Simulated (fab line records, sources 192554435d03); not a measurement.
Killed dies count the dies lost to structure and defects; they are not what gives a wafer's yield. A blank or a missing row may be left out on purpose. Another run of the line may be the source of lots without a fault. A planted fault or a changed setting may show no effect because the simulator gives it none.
fab line records ; flow n5_finfet
[record] lots = 4; wafers = 12; last_day = 17
route steps=1938 shown BEOL_M1@835 BEOL_M2@841 BEOL_M4@1111
lots that met no fault: taken from a fault-free run of the same line
start_h: hours from the record's first day to the start of the lot's first wafer shown ; wait_h: hours elapsed since this lot's preceding step ; " repeats the value in the row above ; L1.1+2: one row covering several wafers at once ; - no value, or no start was given ; * or withheld: withheld ; < > ~ a bound
route shown NAME@n: NAME is a module with steps in the file, n the number in the route of the first one ; usual: mean/standard deviation taken from wafers without a fault ; same: alike in all rows ; chamber/n: place in a boat ; sites: readings site by site ; _std_site: standard deviation of those values ; _edge_site: outer sites' mean less inner sites' ; radius_mm: how far each site lies from the wafer's centre ; mask NAME#n: copy n ; behind: the last tool/chamber to shape the wafer ; hold: why the lot went on hold/how many hours it stayed there/how the hold came to an end ; device: the transistor (n, p or np) that didn't switch ; end of line: the same wafers' tests at the end of the route ; for a step that has no rows: nothing shown but its recipe ; killed: dies that structure and defects cost at the first sort, which is not the same as the wafer's yield ; map: per-die view of a wafer (x killed, . not killed, _ where there is no die)
set.NAME: the setting as run; set.NAME@STEP: as run at that earlier step ; model.NAME: the simulator's own value behind a step, which no gauge read
lots at selected steps of the route; one table per step, one row per wafer
services: a tool's chamber out of use, with start hour (start_h, from the record's first day; less than 0 if before it), hours out, and reason
[[steps]]
[step N5_BEOL_M1_PRE_CLEAN_60]
[recipe] gas = NH3/H2; time_s = 15; temp_c = *; rf_power_w = 300
[step N5_BEOL_M1_CO_CAP_55]
[recipe] material = Co; target_thk_a = 20; temp_c = 200; precursor = CCTBA/H2; pressure_torr = 30; time_s = 102.1
[step N5_BEOL_M1_PRE_CLEAN_56]
[recipe] gas = NH3; time_s = 15; temp_c = withheld; rf_power_w = 300
[step N5_BEOL_M1_DEP_57]
[recipe] material = SiCN; target_thk_a = 80; temp_c = withheld; precursor = 3MS/NH3; pressure_torr = 3; rf_w = 202; time_s = 14
[step N5_BEOL_M2_ILD_DEP_00]
[recipe] material = SiOC; target_thk_a = 790; temp_c = 350; precursor = DEMS/O2; pressure_torr = 5; rf_w = 500; time_s = 15.3
[step N5_BEOL_M2_PECVD_72]
[recipe] material = SiO2; target_thk_a = 160; temp_c = 400; precursor = TEOS/O2; pressure_torr = 5.5; rf_w = 450; teos_flow_sccm = 53.8; gas = O2; flow_sccm = 3000; time_s = 18
[step N5_BEOL_M2_HM_DEP_02]
[recipe] material = TiN; target_thk_a = 200; temp_c = 25; chamber_pressure_pa = 0.49996
[step N5_BEOL_M2_COAT_61]
[recipe] resist = SOC; temp_c = 250; time_s = 60; spin_rpm = 1500; resist_thk_nm = 60
[step N5_BEOL_M2_COAT_62]
[recipe] resist = SiARC; temp_c = 220; time_s = 60; spin_rpm = 1500; resist_thk_nm = 12
[usual] resist_line_temp_C = 23.00/0.11; spin_speed_rpm = 1500.0/1
lot.wafer;tool;chamber;start_h;wait_h;resist_line_temp_C;spin_speed_rpm
L692.1;litho_track-03;0;144.54;-;23.08;1499.0
L692.2;litho_track-03;0;144.54;-;23.05;1499.6
L692.4;litho_track-03;0;144.54;-;23.06;1501.8
L700.2;litho_track-03;0;200.62;-;22.95;1450.1
L700.4;litho_track-03;0;200.62;-;23.17;1448.7
L700.6;litho_track-03;0;200.62;-;23.00;1449.7
L702.1;litho_track-03;0;208.18;-;22.95;1450.0
L702.3;litho_track-03;0;208.18;-;23.08;1450.1
L702.6;litho_track-03;0;208.18;-;22.95;1450.3
L713.3;litho_track-02;0;273.15;-;23.05;1499.4
L713.4;litho_track-02;0;273.15;-;22.99;1500.2
L713.5;litho_track-02;0;273.15;-;22.94;1499.7
[step N5_BEOL_M2_COAT_73]
[recipe] resist = underlayer; temp_c = 205; time_s = 60; spin_rpm = 1500; resist_thk_nm = 5
[step N5_BEOL_M2_COAT_05]
[recipe] resist = CAR-EUV; spin_rpm = 1500; resist_thk_nm = 30
[step N5_BEOL_M2_EBR_07]
[recipe] solvent = PGMEA; ebr_width_mm = 1.5
[step N5_BEOL_M2_SOFTBAKE_06]
[recipe] temp_c = 110; time_s = 60; resist = CAR-EUV
[step N5_BEOL_M2_EXPOSE_08]
[recipe] mask_id = M2; na = 0.33; source_shape = dipole; sigma_inner = 0.369; sigma_outer = 0.767; polarization = unpolarized; dose_mj = 41.25
[step N5_BEOL_M2_PEB_09]
[recipe] peb_temp_c = 100; peb_time_s = 60; resist = CAR-EUV
[step N5_BEOL_M2_DEVELOP_10]
[recipe] develop_time_s = 30; developer = TMAH; resist = CAR-EUV; rinse_liquid = surfactant_rinse; dry = air_spin; dev_temp_c = 23
[step N5_BEOL_M2_DESCUM_16]
[recipe] chemistry = O2; time_s = 7; source_power_w = 50; bias_power_w = 20; pressure_mtorr = 20; rf_frequency_hz = 2.712e+07; temp_c = 40; resist = CAR-EUV; o2_flow_sccm = 225
[step N5_BEOL_M2_ETCH_74]
[recipe] chemistry = N2/H2; target = underlayer; target_depth_a = 65; mask_material = CAR-EUV; time_s = 5.2; ion_energy_ev = 200; pressure_mtorr = 30; source_w = 840; bias_w = 150; n2_flow_sccm = 200; h2_flow_sccm = 200; ends = cleared
[step N5_BEOL_M2_ETCH_63]
[recipe] chemistry = CF4; target = SiARC; target_depth_a = 156; mask_material = CAR-EUV; time_s = 26; ion_energy_ev = 80; pressure_mtorr = 40; source_w = 545; bias_w = 36; Ar_flow_sccm = 100; cf4_flow_sccm = 100; ends = cleared
[usual] chamber_pressure_mTorr = 40.00/0.035; drypump_motor_current_A = 6.0/0.39; etch_rf_on_time_s = 26.1/0.36; oes_product_au = 0.67/0.08; rf_vpp_V = 184.2/1.1; showerhead_plenum_p_Torr = 2.16/0.054; throttle_valve_pct = 15.69/0.19
lot.wafer;tool;chamber;start_h;wait_h;chamber_pressure_mTorr;drypump_motor_current_A;etch_rf_on_time_s;oes_product_au;rf_hours_counter_h;rf_vpp_V;showerhead_plenum_p_Torr;throttle_valve_pct;model.etch.depth_nm
L692.1;rie_diel-03;2;145.10;0.0;39.99;5.8;26.7;0.61;169;182.7;2.13;15.73;11.98
L692.2;rie_diel-03;3;145.10;0.0;39.94;6.1;26.0;0.61;222;183.6;2.11;15.73;11.96
L692.4;rie_diel-03;1;145.10;0.0;39.99;6.0;26.0;0.59;237;183.3;2.11;15.97;11.96
L700.2;rie_diel-03;3;201.16;0.0;39.99;6.1;27.0;0.59;245;182.8;2.11;15.77;12.27
L700.4;rie_diel-03;0;201.16;0.0;40.01;5.5;26.7;0.59;-;185.0;2.20;15.66;12.28
L700.6;rie_diel-03;2;201.16;0.0;40.00;5.8;27.5;0.59;-;183.3;2.12;15.79;12.26
L702.1;rie_diel-03;3;208.80;0.0;39.94;6.2;27.0;0.58;249;184.5;2.10;15.79;12.22
L702.3;rie_diel-03;2;208.80;0.0;39.97;5.8;27.4;0.60;195;184.7;2.12;15.80;12.16
L702.6;rie_diel-03;1;208.80;0.0;39.94;6.0;26.3;0.83;-;184.0;2.11;15.49;12.2
L713.3;rie_diel-03;2;273.59;0.0;39.96;5.8;26.7;0.58;219;184.1;2.11;15.85;12.02
L713.4;rie_diel-03;3;273.59;0.0;39.97;6.2;25.2;0.82;-;181.6;2.10;15.32;11.97
L713.5;rie_diel-03;2;273.59;0.0;39.96;5.8;27.0;0.58;-;183.1;2.11;15.85;12
[step N5_BEOL_M2_ETCH_64]
[recipe] chemistry = N2/H2; target = SOC; target_depth_a = 750; overetch_a = 225; mask_material = SiARC; temp_c = 40; time_s = 121.9; ion_energy_ev = 200; pressure_mtorr = 30; source_w = 840; bias_w = 150; n2_flow_sccm = 200; h2_flow_sccm = 200
[step N5_BEOL_M4_RC_MEAS_101]
[usual] DIBL_N = 36.3/1.2; DIBL_P = 36.7/1.5; IOFF_N = 0.164/0.02; IOFF_P = 0.214/0.024; ION_N = 673/8.5; ION_P = 461/5.9; SS_N = 71.6/0.44; SS_P = 73.3/0.55; VT_N = 249.4/2.4; VT_P = -250.0/2.3
lot.wafer;tool;chamber;start_h;wait_h;DIBL_N[mV/V];DIBL_P[mV/V];IOFF_N[nA/um];IOFF_P[nA/um];ION_N[uA/um];ION_P[uA/um];SS_N[mV/dec];SS_P[mV/dec];VT_N[mV];VT_P[mV]
L692.1;prober-02;0;171.73;0.0;35.2;33.6;0.146;0.190;674;462;71.2;72.8;250.3;-249.2
L692.2;prober-02;0;171.73;0.0;36.0;34.6;0.151;0.207;660;462;71.9;73.1;250.2;-248.8
L692.4;prober-02;0;171.73;0.0;36.6;34.5;0.158;0.204;666;457;71.4;73.3;250.9;-249.3
L700.2;prober-01;0;232.39;0.2;37.4;38.2;0.176;0.252;673;467;72.1;73.2;248.4;-246.0
L700.4;prober-01;0;232.39;0.2;36.3;37.4;0.160;0.228;664;460;71.9;73.2;248.9;-250.0
L700.6;prober-01;0;232.39;0.2;37.3;38.4;0.179;0.254;678;466;71.8;74.4;247.0;-246.8
L702.1;prober-02;0;233.20;0.0;38.0;38.7;0.196;0.258;672;464;72.0;73.9;248.1;-245.5
L702.3;prober-02;0;233.20;0.0;35.6;35.4;0.153;0.209;671;459;72.1;73.8;252.9;-250.9
L702.6;prober-02;0;233.20;0.0;36.2;36.1;0.160;0.213;673;462;72.3;74.1;249.9;-250.0
L713.3;prober-02;0;303.10;0.3;37.8;37.9;0.176;0.228;681;468;71.1;72.6;248.3;-247.1
L713.4;prober-02;0;303.10;0.3;37.9;38.0;0.180;0.226;679;464;72.1;73.4;246.9;-251.0
L713.5;prober-02;0;303.10;0.3;38.6;39.1;0.198;0.242;687;467;72.2;73.1;246.9;-250.7
[[services]]
tool;chamber;start_h;hours;kind
rie_diel-03;2;120.65;6.2;repair
rie_diel-03;0;155.80;6.7;repair
rie_diel-03;1;180.59;-;clean
rie_diel-03;1;180.59;-;consumable_replace:focus_ring
rie_diel-03;1;180.59;22.5;scheduled_down
rie_diel-03;1;180.59;22.5;vent_cycle
rie_diel-03;3;213.59;-;clean
rie_diel-03;3;213.59;-;consumable_replace:focus_ring
rie_diel-03;3;213.59;18.4;scheduled_down
rie_diel-03;3;213.59;18.4;vent_cycle
rie_diel-03;-;239.55;1.0;repair
rie_diel-03;0;242.02;-;clean
rie_diel-03;0;242.02;-;consumable_replace:focus_ring
rie_diel-03;0;242.02;17.0;scheduled_down
rie_diel-03;0;242.02;17.0;vent_cycle
rie_diel-03;1;261.09;19.7;repair
[[key]]
[first_sign] step = N5_BEOL_M2_COAT_62; reading = spin_speed_rpm; direction = down; sigmas = 48; usual = *; struck = *
effect none on later readings
[model_effect] step = N5_BEOL_M2_ETCH_63; value = etch.depth_nm; without = 12.03; struck = 12.23
met_at N5_BEOL_M2_COAT_62
struck_wafers L700.2,L700.4,L700.6,L702.1,L702.3,L702.6
onset_between 144.54 200.62
[fault] kind = process_parameter_drift; tool = litho_track-03; chamber = -; onset_h = 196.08; steps = N5_BEOL_M2_COAT_62; channel = spin_rpm; offset = *; shape = step; end_h = 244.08; acts_in = *; stated = *
